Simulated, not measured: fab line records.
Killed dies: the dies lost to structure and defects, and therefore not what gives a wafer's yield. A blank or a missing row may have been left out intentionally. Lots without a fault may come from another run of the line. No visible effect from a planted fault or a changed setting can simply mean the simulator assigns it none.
What tool caused it?	flow n5 finfet	24 lots with 72 wafers sampled at 6 steps, on a route of 1938 steps

WHAT THE GAUGES SHOWED, per wafer
N5_BEOL_M6_CD_MEAS_11: the cd target is 38.5 nm. Usual: 38.1 nm for cd nm, sd 0.54.
lot	measured	on	cd nm (nm)	flag
L074	day 8 17:14	cd sem-01	39.4 38.8 37.7	
L077	day 9 04:50	cd sem-03	38.0 38.4 38.6	
L076	day 9 08:20	cd sem-02	38.3 38.7 38.0	
L075	day 9 15:20	cd sem-01	37.7 37.5 38.2	
L078	day 9 17:48	cd sem-02	38.8 37.9 37.4	
L080	day 9 20:17	cd sem-03	38.6 38.9 38.5	
L079	day 9 20:20	cd sem-01	37.6 37.6 38.3	
L081	day 10 00:20	cd sem-02	37.9 37.2 37.7	
L082	day 10 08:47	cd sem-03	37.7 37.6 37.5	
L083	day 10 19:02	cd sem-02	38.3 38.7 38.1	
L085	day 11 05:10	cd sem-01	38.7 37.8 38.0	
L086	day 11 16:10	cd sem-03	39.3 38.0 38.3	
L088	day 12 01:26	cd sem-02	37.9 38.2 37.5	
L084	day 12 01:23	cd sem-02	38.3 37.9 37.8	
L087	day 12 01:35	cd sem-03	38.5 38.3 38.1	
L090	day 12 07:01	cd sem-01	38.3 38.3 38.0	
L089	day 12 10:02	cd sem-03	37.9 38.3 39.5	
L091	day 12 21:46	cd sem-01	38.1 38.8 38.1	
L092	day 13 06:50	cd sem-02	38.2 37.6 37.9	
L093	day 13 12:29	cd sem-03	36.9 37.1 37.9	
L094	day 13 15:16	cd sem-01	37.5 37.1 37.8	
L095	day 13 20:26	cd sem-01	38.2 39.0 38.7	
L096	day 14 00:05	cd sem-01	38.4 37.9 38.0	
L097	day 14 15:11	cd sem-03	37.7 38.4 37.6	

WHAT TOOL EACH LOT RAN ON (gives the tool, then ch and the chambers of the sampled wafers, and finally the start)
lot	N5_BEOL_M5_STRIP_36	N5_BEOL_M5_TRENCH_ETCH_37	N5_BEOL_M5_ANNEAL_51	N5_BEOL_M6_CURE_74	N5_BEOL_M6_HM_DEP_02
L074	rie diel-06 ch 1,2,3, day 8 08:40	rie diel-06 ch 1,2,3, day 8 15:01 or earlier	rtp anneal-02 ch 0, day 8 15:01	uv cure-02 ch 2, day 8 16:07	pvd sputter-02, day 8 16:44
L077	rie diel-01 ch 0,1,3, day 8 18:51	rie diel-01 ch 0,1,3, day 9 00:55 or earlier	rtp anneal-01 ch 0, day 9 00:55	uv cure-02 ch 1, day 9 01:58	pvd sputter-02, day 9 04:27
L076	rie diel-03 ch 0,2,3, day 8 22:07	rie diel-03 ch 0,2,3, day 9 04:47 or earlier	rtp anneal-02 ch 0, day 9 04:47	uv cure-01 ch 0, day 9 05:53	pvd sputter-02, day 9 07:50
L075	rie diel-03 ch 1,3, day 9 03:48	rie diel-03 ch 1,3, day 9 11:43 or earlier	rtp anneal-01 ch 0, day 9 11:43	uv cure-03 ch 0, day 9 12:46	pvd sputter-02, day 9 14:50
L078	rie diel-01 ch 0,2,3, day 9 08:19	rie diel-01 ch 0,2,3, day 9 14:41 or earlier	rtp anneal-01 ch 0, day 9 14:41	uv cure-02 ch 0, day 9 15:46	pvd sputter-01, day 9 17:17
L080	rie diel-01 ch 0,1,2, day 9 10:25	rie diel-01 ch 0,1,2, day 9 17:15 or earlier	rtp anneal-01 ch 0, day 9 17:15	uv cure-02 ch 2, day 9 18:14	pvd sputter-03, day 9 19:47
L079	rie diel-03 ch 1,3, day 9 10:35	rie diel-03 ch 1,3, day 9 17:53 or earlier	rtp anneal-01 ch 0, day 9 17:53	uv cure-03 ch 1, day 9 18:58	pvd sputter-03, day 9 19:55
L081	rie diel-06 ch 2,3, day 9 15:47	rie diel-06 ch 2,3, day 9 21:59 or earlier	rtp anneal-01 ch 0, day 9 21:59	uv cure-03 ch 2, day 9 23:01	pvd sputter-01, day 9 23:58
L082	rie diel-03 ch 0,1, day 10 00:04	rie diel-03 ch 0,1, day 10 06:02 or earlier	rtp anneal-02 ch 0, day 10 06:02	uv cure-03 ch 2, day 10 07:04	pvd sputter-03, day 10 08:17
L083	rie diel-03 ch 0,1,3, day 10 10:02	rie diel-03 ch 0,1,3, day 10 16:29 or earlier	rtp anneal-01 ch 0, day 10 16:29	uv cure-02 ch 1, day 10 17:28	pvd sputter-03, day 10 18:40
L085	rie diel-01 ch 1,2, day 10 20:05	rie diel-01 ch 1,2, day 11 02:02 or earlier	rtp anneal-02 ch 0, day 11 02:02	uv cure-03 ch 0, day 11 03:04	pvd sputter-03, day 11 04:46
L086	rie diel-01 ch 0,2,3, day 11 06:15	rie diel-01 ch 0,2,3, day 11 13:11 or earlier	rtp anneal-01 ch 0, day 11 13:11	uv cure-03 ch 0, day 11 14:10	pvd sputter-02, day 11 15:47
L088	rie diel-03 ch 2,3, day 11 14:53	rie diel-03 ch 2,3, day 11 21:47 or earlier	rtp anneal-02 ch 0, day 11 21:47	uv cure-01 ch 0, day 11 22:59	pvd sputter-01, day 12 00:59
L084	rie diel-01 ch 0,3, day 11 14:53	rie diel-01 ch 0,3, day 11 21:28 or earlier	rtp anneal-02 ch 0, day 11 21:28	uv cure-02 ch 2, day 11 22:27	pvd sputter-01, day 12 00:53
L087	rie diel-06 ch 1,3, day 11 15:47	rie diel-06 ch 1,3, day 11 22:19 or earlier	rtp anneal-02 ch 0, day 11 22:19	uv cure-02 ch 0, day 11 23:17	pvd sputter-01, day 12 01:05
L090	rie diel-01 ch 1,2,3, day 11 21:14	rie diel-01 ch 1,2,3, day 12 03:19 or earlier	rtp anneal-01 ch 0, day 12 03:19	uv cure-01 ch 2, day 12 04:21	pvd sputter-01, day 12 06:39
L089	rie diel-06 ch 1,2,3, day 12 00:37	rie diel-06 ch 1,2,3, day 12 07:08 or earlier	rtp anneal-01 ch 0, day 12 07:08	uv cure-01 ch 1, day 12 08:14	pvd sputter-03, day 12 09:40
L091	rie diel-01 ch 0,2, day 12 12:25	rie diel-01 ch 0,2, day 12 18:28 or earlier	rtp anneal-02 ch 0, day 12 18:28	uv cure-03 ch 1, day 12 19:27	pvd sputter-02, day 12 21:24
L092	rie diel-06 ch 0,2,3, day 12 20:55	rie diel-06 ch 0,2,3, day 13 02:52 or earlier	rtp anneal-01 ch 0, day 13 02:52	uv cure-02 ch 1, day 13 03:53	pvd sputter-03, day 13 06:20
L093	rie diel-01 ch 0,1,3, day 13 03:08	rie diel-01 ch 0,1,3, day 13 09:50 or earlier	rtp anneal-02 ch 0, day 13 09:50	uv cure-01 ch 0, day 13 10:49	pvd sputter-01, day 13 11:59
L094	rie diel-03 ch 0,2,3, day 13 05:44	rie diel-03 ch 0,2,3, day 13 12:09 or earlier	rtp anneal-02 ch 0, day 13 12:09	uv cure-02 ch 1, day 13 13:14	pvd sputter-03, day 13 14:54
L095	rie diel-01 ch 1,3, day 13 10:44	rie diel-01 ch 1,3, day 13 17:11 or earlier	rtp anneal-01 ch 0, day 13 17:11	uv cure-02 ch 2, day 13 18:11	pvd sputter-01, day 13 19:56
L096	rie diel-03 ch 0,1,3, day 13 12:42	rie diel-03 ch 0,1,3, day 13 19:48 or earlier	rtp anneal-01 ch 0, day 13 19:48	uv cure-01 ch 2, day 13 20:48	pvd sputter-01, day 13 23:43
L097	rie diel-01 ch 2,3, day 14 04:29	rie diel-01 ch 2,3, day 14 11:51 or earlier	rtp anneal-02 ch 0, day 14 11:51	uv cure-01 ch 1, day 14 13:14	pvd sputter-02, day 14 14:49
- N5_BEOL_M5_STRIP_36: strips in N2/H2.
- N5_BEOL_M5_TRENCH_ETCH_37: etches SiCOH lowk in C4F6/O2, target depth 71.652 nm, time 24.7 s.
- N5_BEOL_M5_ANNEAL_51: time 90 s.
- N5_BEOL_M6_CURE_74: cures SiCOH lowk, time 240 s.
- N5_BEOL_M6_HM_DEP_02: deposits TiN, target thk 20 nm.

WHAT THE TOOLS THEMSELVES READ (means of the sampled wafers that have a number; where no wafer has one, the mark that the record gives instead)
N5_BEOL_M5_STRIP_36. Usual: value, then standard deviation, for each; bias power w 7.003 W / 0.02; drypump motor current A 5.7 A / 0.39; oes product au 0.77 a.u. / 0.082; power w 450.0 W / 1.3; rf vpp V 59.3 V / 1.6; showerhead plenum p Torr 2.55 Torr / 0.099; throttle valve pct 23.6 % / 0.45.
lot	tool	bias power w (W)	drypump motor current A (A)	oes product au (a.u.)	power w (W)	rf vpp V (V)	showerhead plenum p Torr (Torr)	throttle valve pct (%)	flag
L074	rie diel-06	7.015	5.5	0.81	450.1	58.7	2.59	23.5	
L077	rie diel-01	7.010	5.8	0.77	451.1	58.9	2.54	23.5	
L076	rie diel-03	7.011	5.5	0.76	450.1	61.4	2.59	23.8	
L075	rie diel-03	6.983	5.9	0.72	449.6	59.1	2.65	24.2	
L078	rie diel-01	6.991	5.8	0.76	450.4	59.6	2.50	23.6	
L080	rie diel-01	6.996	5.7	0.70	449.9	58.9	2.52	23.6	
L079	rie diel-03	7.015	5.9	0.72	449.9	59.8	2.65	24.2	
L081	rie diel-06	6.979	5.2	0.74	450.1	60.6	2.57	23.9	
L082	rie diel-03	7.008	5.7	0.80	451.3	61.8	2.68	23.2	
L083	rie diel-03	7.008	5.7	0.77	450.7	60.5	2.66	23.8	
L085	rie diel-01	7.019	5.9	0.69	449.8	59.3	2.47	23.4	
L086	rie diel-01	7.019	5.8	0.74	449.2	57.7	2.50	23.6	
L088	rie diel-03	6.998	5.5	0.82	451.6	59.7	2.50	23.7	
L084	rie diel-01	7.014	5.6	0.75	450.6	58.5	2.57	23.7	
L087	rie diel-06	7.000	5.7	0.83	448.4	61.0	2.59	23.3	
L090	rie diel-01	6.994	6.0	0.75	448.8	59.4	2.45	23.4	
L089	rie diel-06	6.991	5.5	0.78	450.2	59.7	2.58	23.6	
L091	rie diel-01	7.016	5.8	0.69	449.4	58.6	2.47	23.7	
L092	rie diel-06	7.016	5.4	0.78	449.8	58.8	2.54	23.7	
L093	rie diel-01	7.001	5.8	0.74	448.2	59.5	2.53	23.5	
L094	rie diel-03	7.006	5.4	0.81	449.2	59.6	2.58	23.8	
L095	rie diel-01	7.003	5.9	0.74	451.3	60.1	2.49	23.3	
L096	rie diel-03	6.990	5.7	0.83	449.3	60.3	2.66	23.7	
L097	rie diel-01	7.011	6.1	0.95	451.0	59.0	2.63	23.4	

N5_BEOL_M5_TRENCH_ETCH_37. Usual: drypump motor current A 5.7 A, standard deviation 0.39; mfc ar sccm 299.8 sccm, standard deviation 0.83; oes product au 0.77 a.u., standard deviation 0.081; rf vpp V 663 V, standard deviation 11; showerhead plenum p Torr 2.85 Torr, standard deviation 0.11; throttle valve pct 20.79 %, standard deviation 0.28.
lot	tool	drypump motor current A (A)	mfc ar sccm (sccm)	oes product au (a.u.)	rf vpp V (V)	showerhead plenum p Torr (Torr)	throttle valve pct (%)	flag
L074	rie diel-06	5.5	300.7	0.81	666	2.91	20.85	
L077	rie diel-01	5.8	300.3	0.78	667	2.85	20.78	
L076	rie diel-03	5.5	300.2	0.75	663	2.89	20.81	
L075	rie diel-03	5.9	299.9	0.72	665	2.94	21.03	
L078	rie diel-01	5.8	298.5	0.77	662	2.79	20.79	
L080	rie diel-01	5.7	299.5	0.71	656	2.81	20.85	
L079	rie diel-03	5.9	300.4	0.72	666	2.94	21.05	
L081	rie diel-06	5.2	299.6	0.75	663	2.89	21.19	
L082	rie diel-03	5.7	300.4	0.80	662	2.99	20.48	
L083	rie diel-03	5.7	299.3	0.76	665	2.97	20.80	
L085	rie diel-01	5.9	300.0	0.70	662	2.78	20.85	
L086	rie diel-01	5.9	300.6	0.75	663	2.79	20.81	
L088	rie diel-03	5.5	300.0	0.81	660	2.77	20.60	
L084	rie diel-01	5.5	299.3	0.75	661	2.86	20.81	
L087	rie diel-06	5.7	299.5	0.84	669	2.91	20.56	
L090	rie diel-01	6.0	300.3	0.74	669	2.76	20.80	
L089	rie diel-06	5.5	300.4	0.78	666	2.90	20.89	
L091	rie diel-01	5.8	300.5	0.69	651	2.75	20.90	
L092	rie diel-06	5.4	299.9	0.78	659	2.85	21.04	
L093	rie diel-01	5.7	298.8	0.75	667	2.84	20.81	
L094	rie diel-03	5.4	299.2	0.81	662	2.87	20.70	
L095	rie diel-01	5.9	299.9	0.75	672	2.81	20.80	
L096	rie diel-03	5.7	300.1	0.82	664	2.96	20.72	
L097	rie diel-01	6.2	298.9	0.95	671	2.92	20.61	

N5_BEOL_M5_ANNEAL_51. Usual: anneal temp c 224.99 C, standard deviation 0.16; wafer_temp_C_max 226.0, standard deviation 0.4.
lot	tool	anneal temp c (C)	wafer_temp_C_max	flag
L074	rtp anneal-02	225.06	226.4	
L077	rtp anneal-01	224.91	225.6	
L076	rtp anneal-02	225.12	226.4	
L075	rtp anneal-01	224.98	225.9	
L078	rtp anneal-01	224.91	225.6	
L080	rtp anneal-01	224.94	225.8	
L079	rtp anneal-01	224.92	225.7	
L081	rtp anneal-01	224.73	225.5	
L082	rtp anneal-02	225.08	226.4	
L083	rtp anneal-01	225.01	225.7	
L085	rtp anneal-02	224.94	226.4	
L086	rtp anneal-01	225.13	225.8	
L088	rtp anneal-02	224.83	226.2	
L084	rtp anneal-02	225.24	226.1	
L087	rtp anneal-02	225.13	226.4	
L090	rtp anneal-01	224.95	226.0	
L089	rtp anneal-01	225.09	225.7	
L091	rtp anneal-02	225.05	226.6	
L092	rtp anneal-01	225.12	225.7	
L093	rtp anneal-02	225.05	226.4	
L094	rtp anneal-02	225.06	226.3	
L095	rtp anneal-01	224.90	225.9	
L096	rtp anneal-01	224.90	225.8	
L097	rtp anneal-02	224.83	226.3	

N5_BEOL_M6_CURE_74. Usual: lamp power pct 52.32 %, standard deviation 0.051; wafer_temp_C_max 387.0, standard deviation 0.71.
lot	tool	lamp power pct (%)	wafer_temp_C_max	flag
L074	uv cure-02	52.28	386.5	
L077	uv cure-02	52.33	387.3	
L076	uv cure-01	52.32	385.8	
L075	uv cure-03	52.28	386.6	
L078	uv cure-02	52.32	387.3	
L080	uv cure-02	52.32	386.8	
L079	uv cure-03	52.31	387.7	
L081	uv cure-03	52.30	388.4	
L082	uv cure-03	52.31	387.8	
L083	uv cure-02	52.31	386.8	
L085	uv cure-03	52.34	386.9	
L086	uv cure-03	52.31	386.6	
L088	uv cure-01	52.34	386.1	
L084	uv cure-02	52.33	387.3	
L087	uv cure-02	52.30	387.2	
L090	uv cure-01	52.29	387.4	
L089	uv cure-01	52.36	387.1	
L091	uv cure-03	52.37	387.5	
L092	uv cure-02	52.29	386.5	
L093	uv cure-01	52.33	385.9	
L094	uv cure-02	52.25	386.4	
L095	uv cure-02	52.32	386.5	
L096	uv cure-01	52.32	386.9	
L097	uv cure-01	52.37	387.7	

N5_BEOL_M6_HM_DEP_02. Usual: 29.7 % for throttle valve pct, sd 1.1.
lot	tool	throttle valve pct (%)	flag
L074	pvd sputter-02	30.0	
L077	pvd sputter-02	29.7	
L076	pvd sputter-02	29.6	
L075	pvd sputter-02	29.8	
L078	pvd sputter-01	29.3	
L080	pvd sputter-03	28.6	
L079	pvd sputter-03	28.9	
L081	pvd sputter-01	29.5	
L082	pvd sputter-03	30.2	
L083	pvd sputter-03	30.1	
L085	pvd sputter-03	29.5	
L086	pvd sputter-02	30.2	
L088	pvd sputter-01	30.1	
L084	pvd sputter-01	30.1	
L087	pvd sputter-01	30.5	
L090	pvd sputter-01	29.0	
L089	pvd sputter-03	28.9	
L091	pvd sputter-02	29.7	
L092	pvd sputter-03	30.0	
L093	pvd sputter-01	29.5	
L094	pvd sputter-03	28.8	
L095	pvd sputter-01	30.1	
L096	pvd sputter-01	29.6	
L097	pvd sputter-02	30.1	

THE ANSWER, worked out from the rows above alone
Rule: a lot counts as off when the mean over its wafers that have a number is more than 3 standard deviations away from the usual mean. Also off: a lot with no number at a reading for which 4 or more lots have one. All remaining lots with rows at the step are treated as sound. After the gauges, taken in route order, come the tools' own readings; for these a lot's mean is taken, as printed above. At the first step where some lot is off, the reading lying furthest off is the one used; lots without a number count as furthest.
None of the lots is off at any reading shown; this tells nothing.

WHAT THE SIMULATOR HAD PUT IN
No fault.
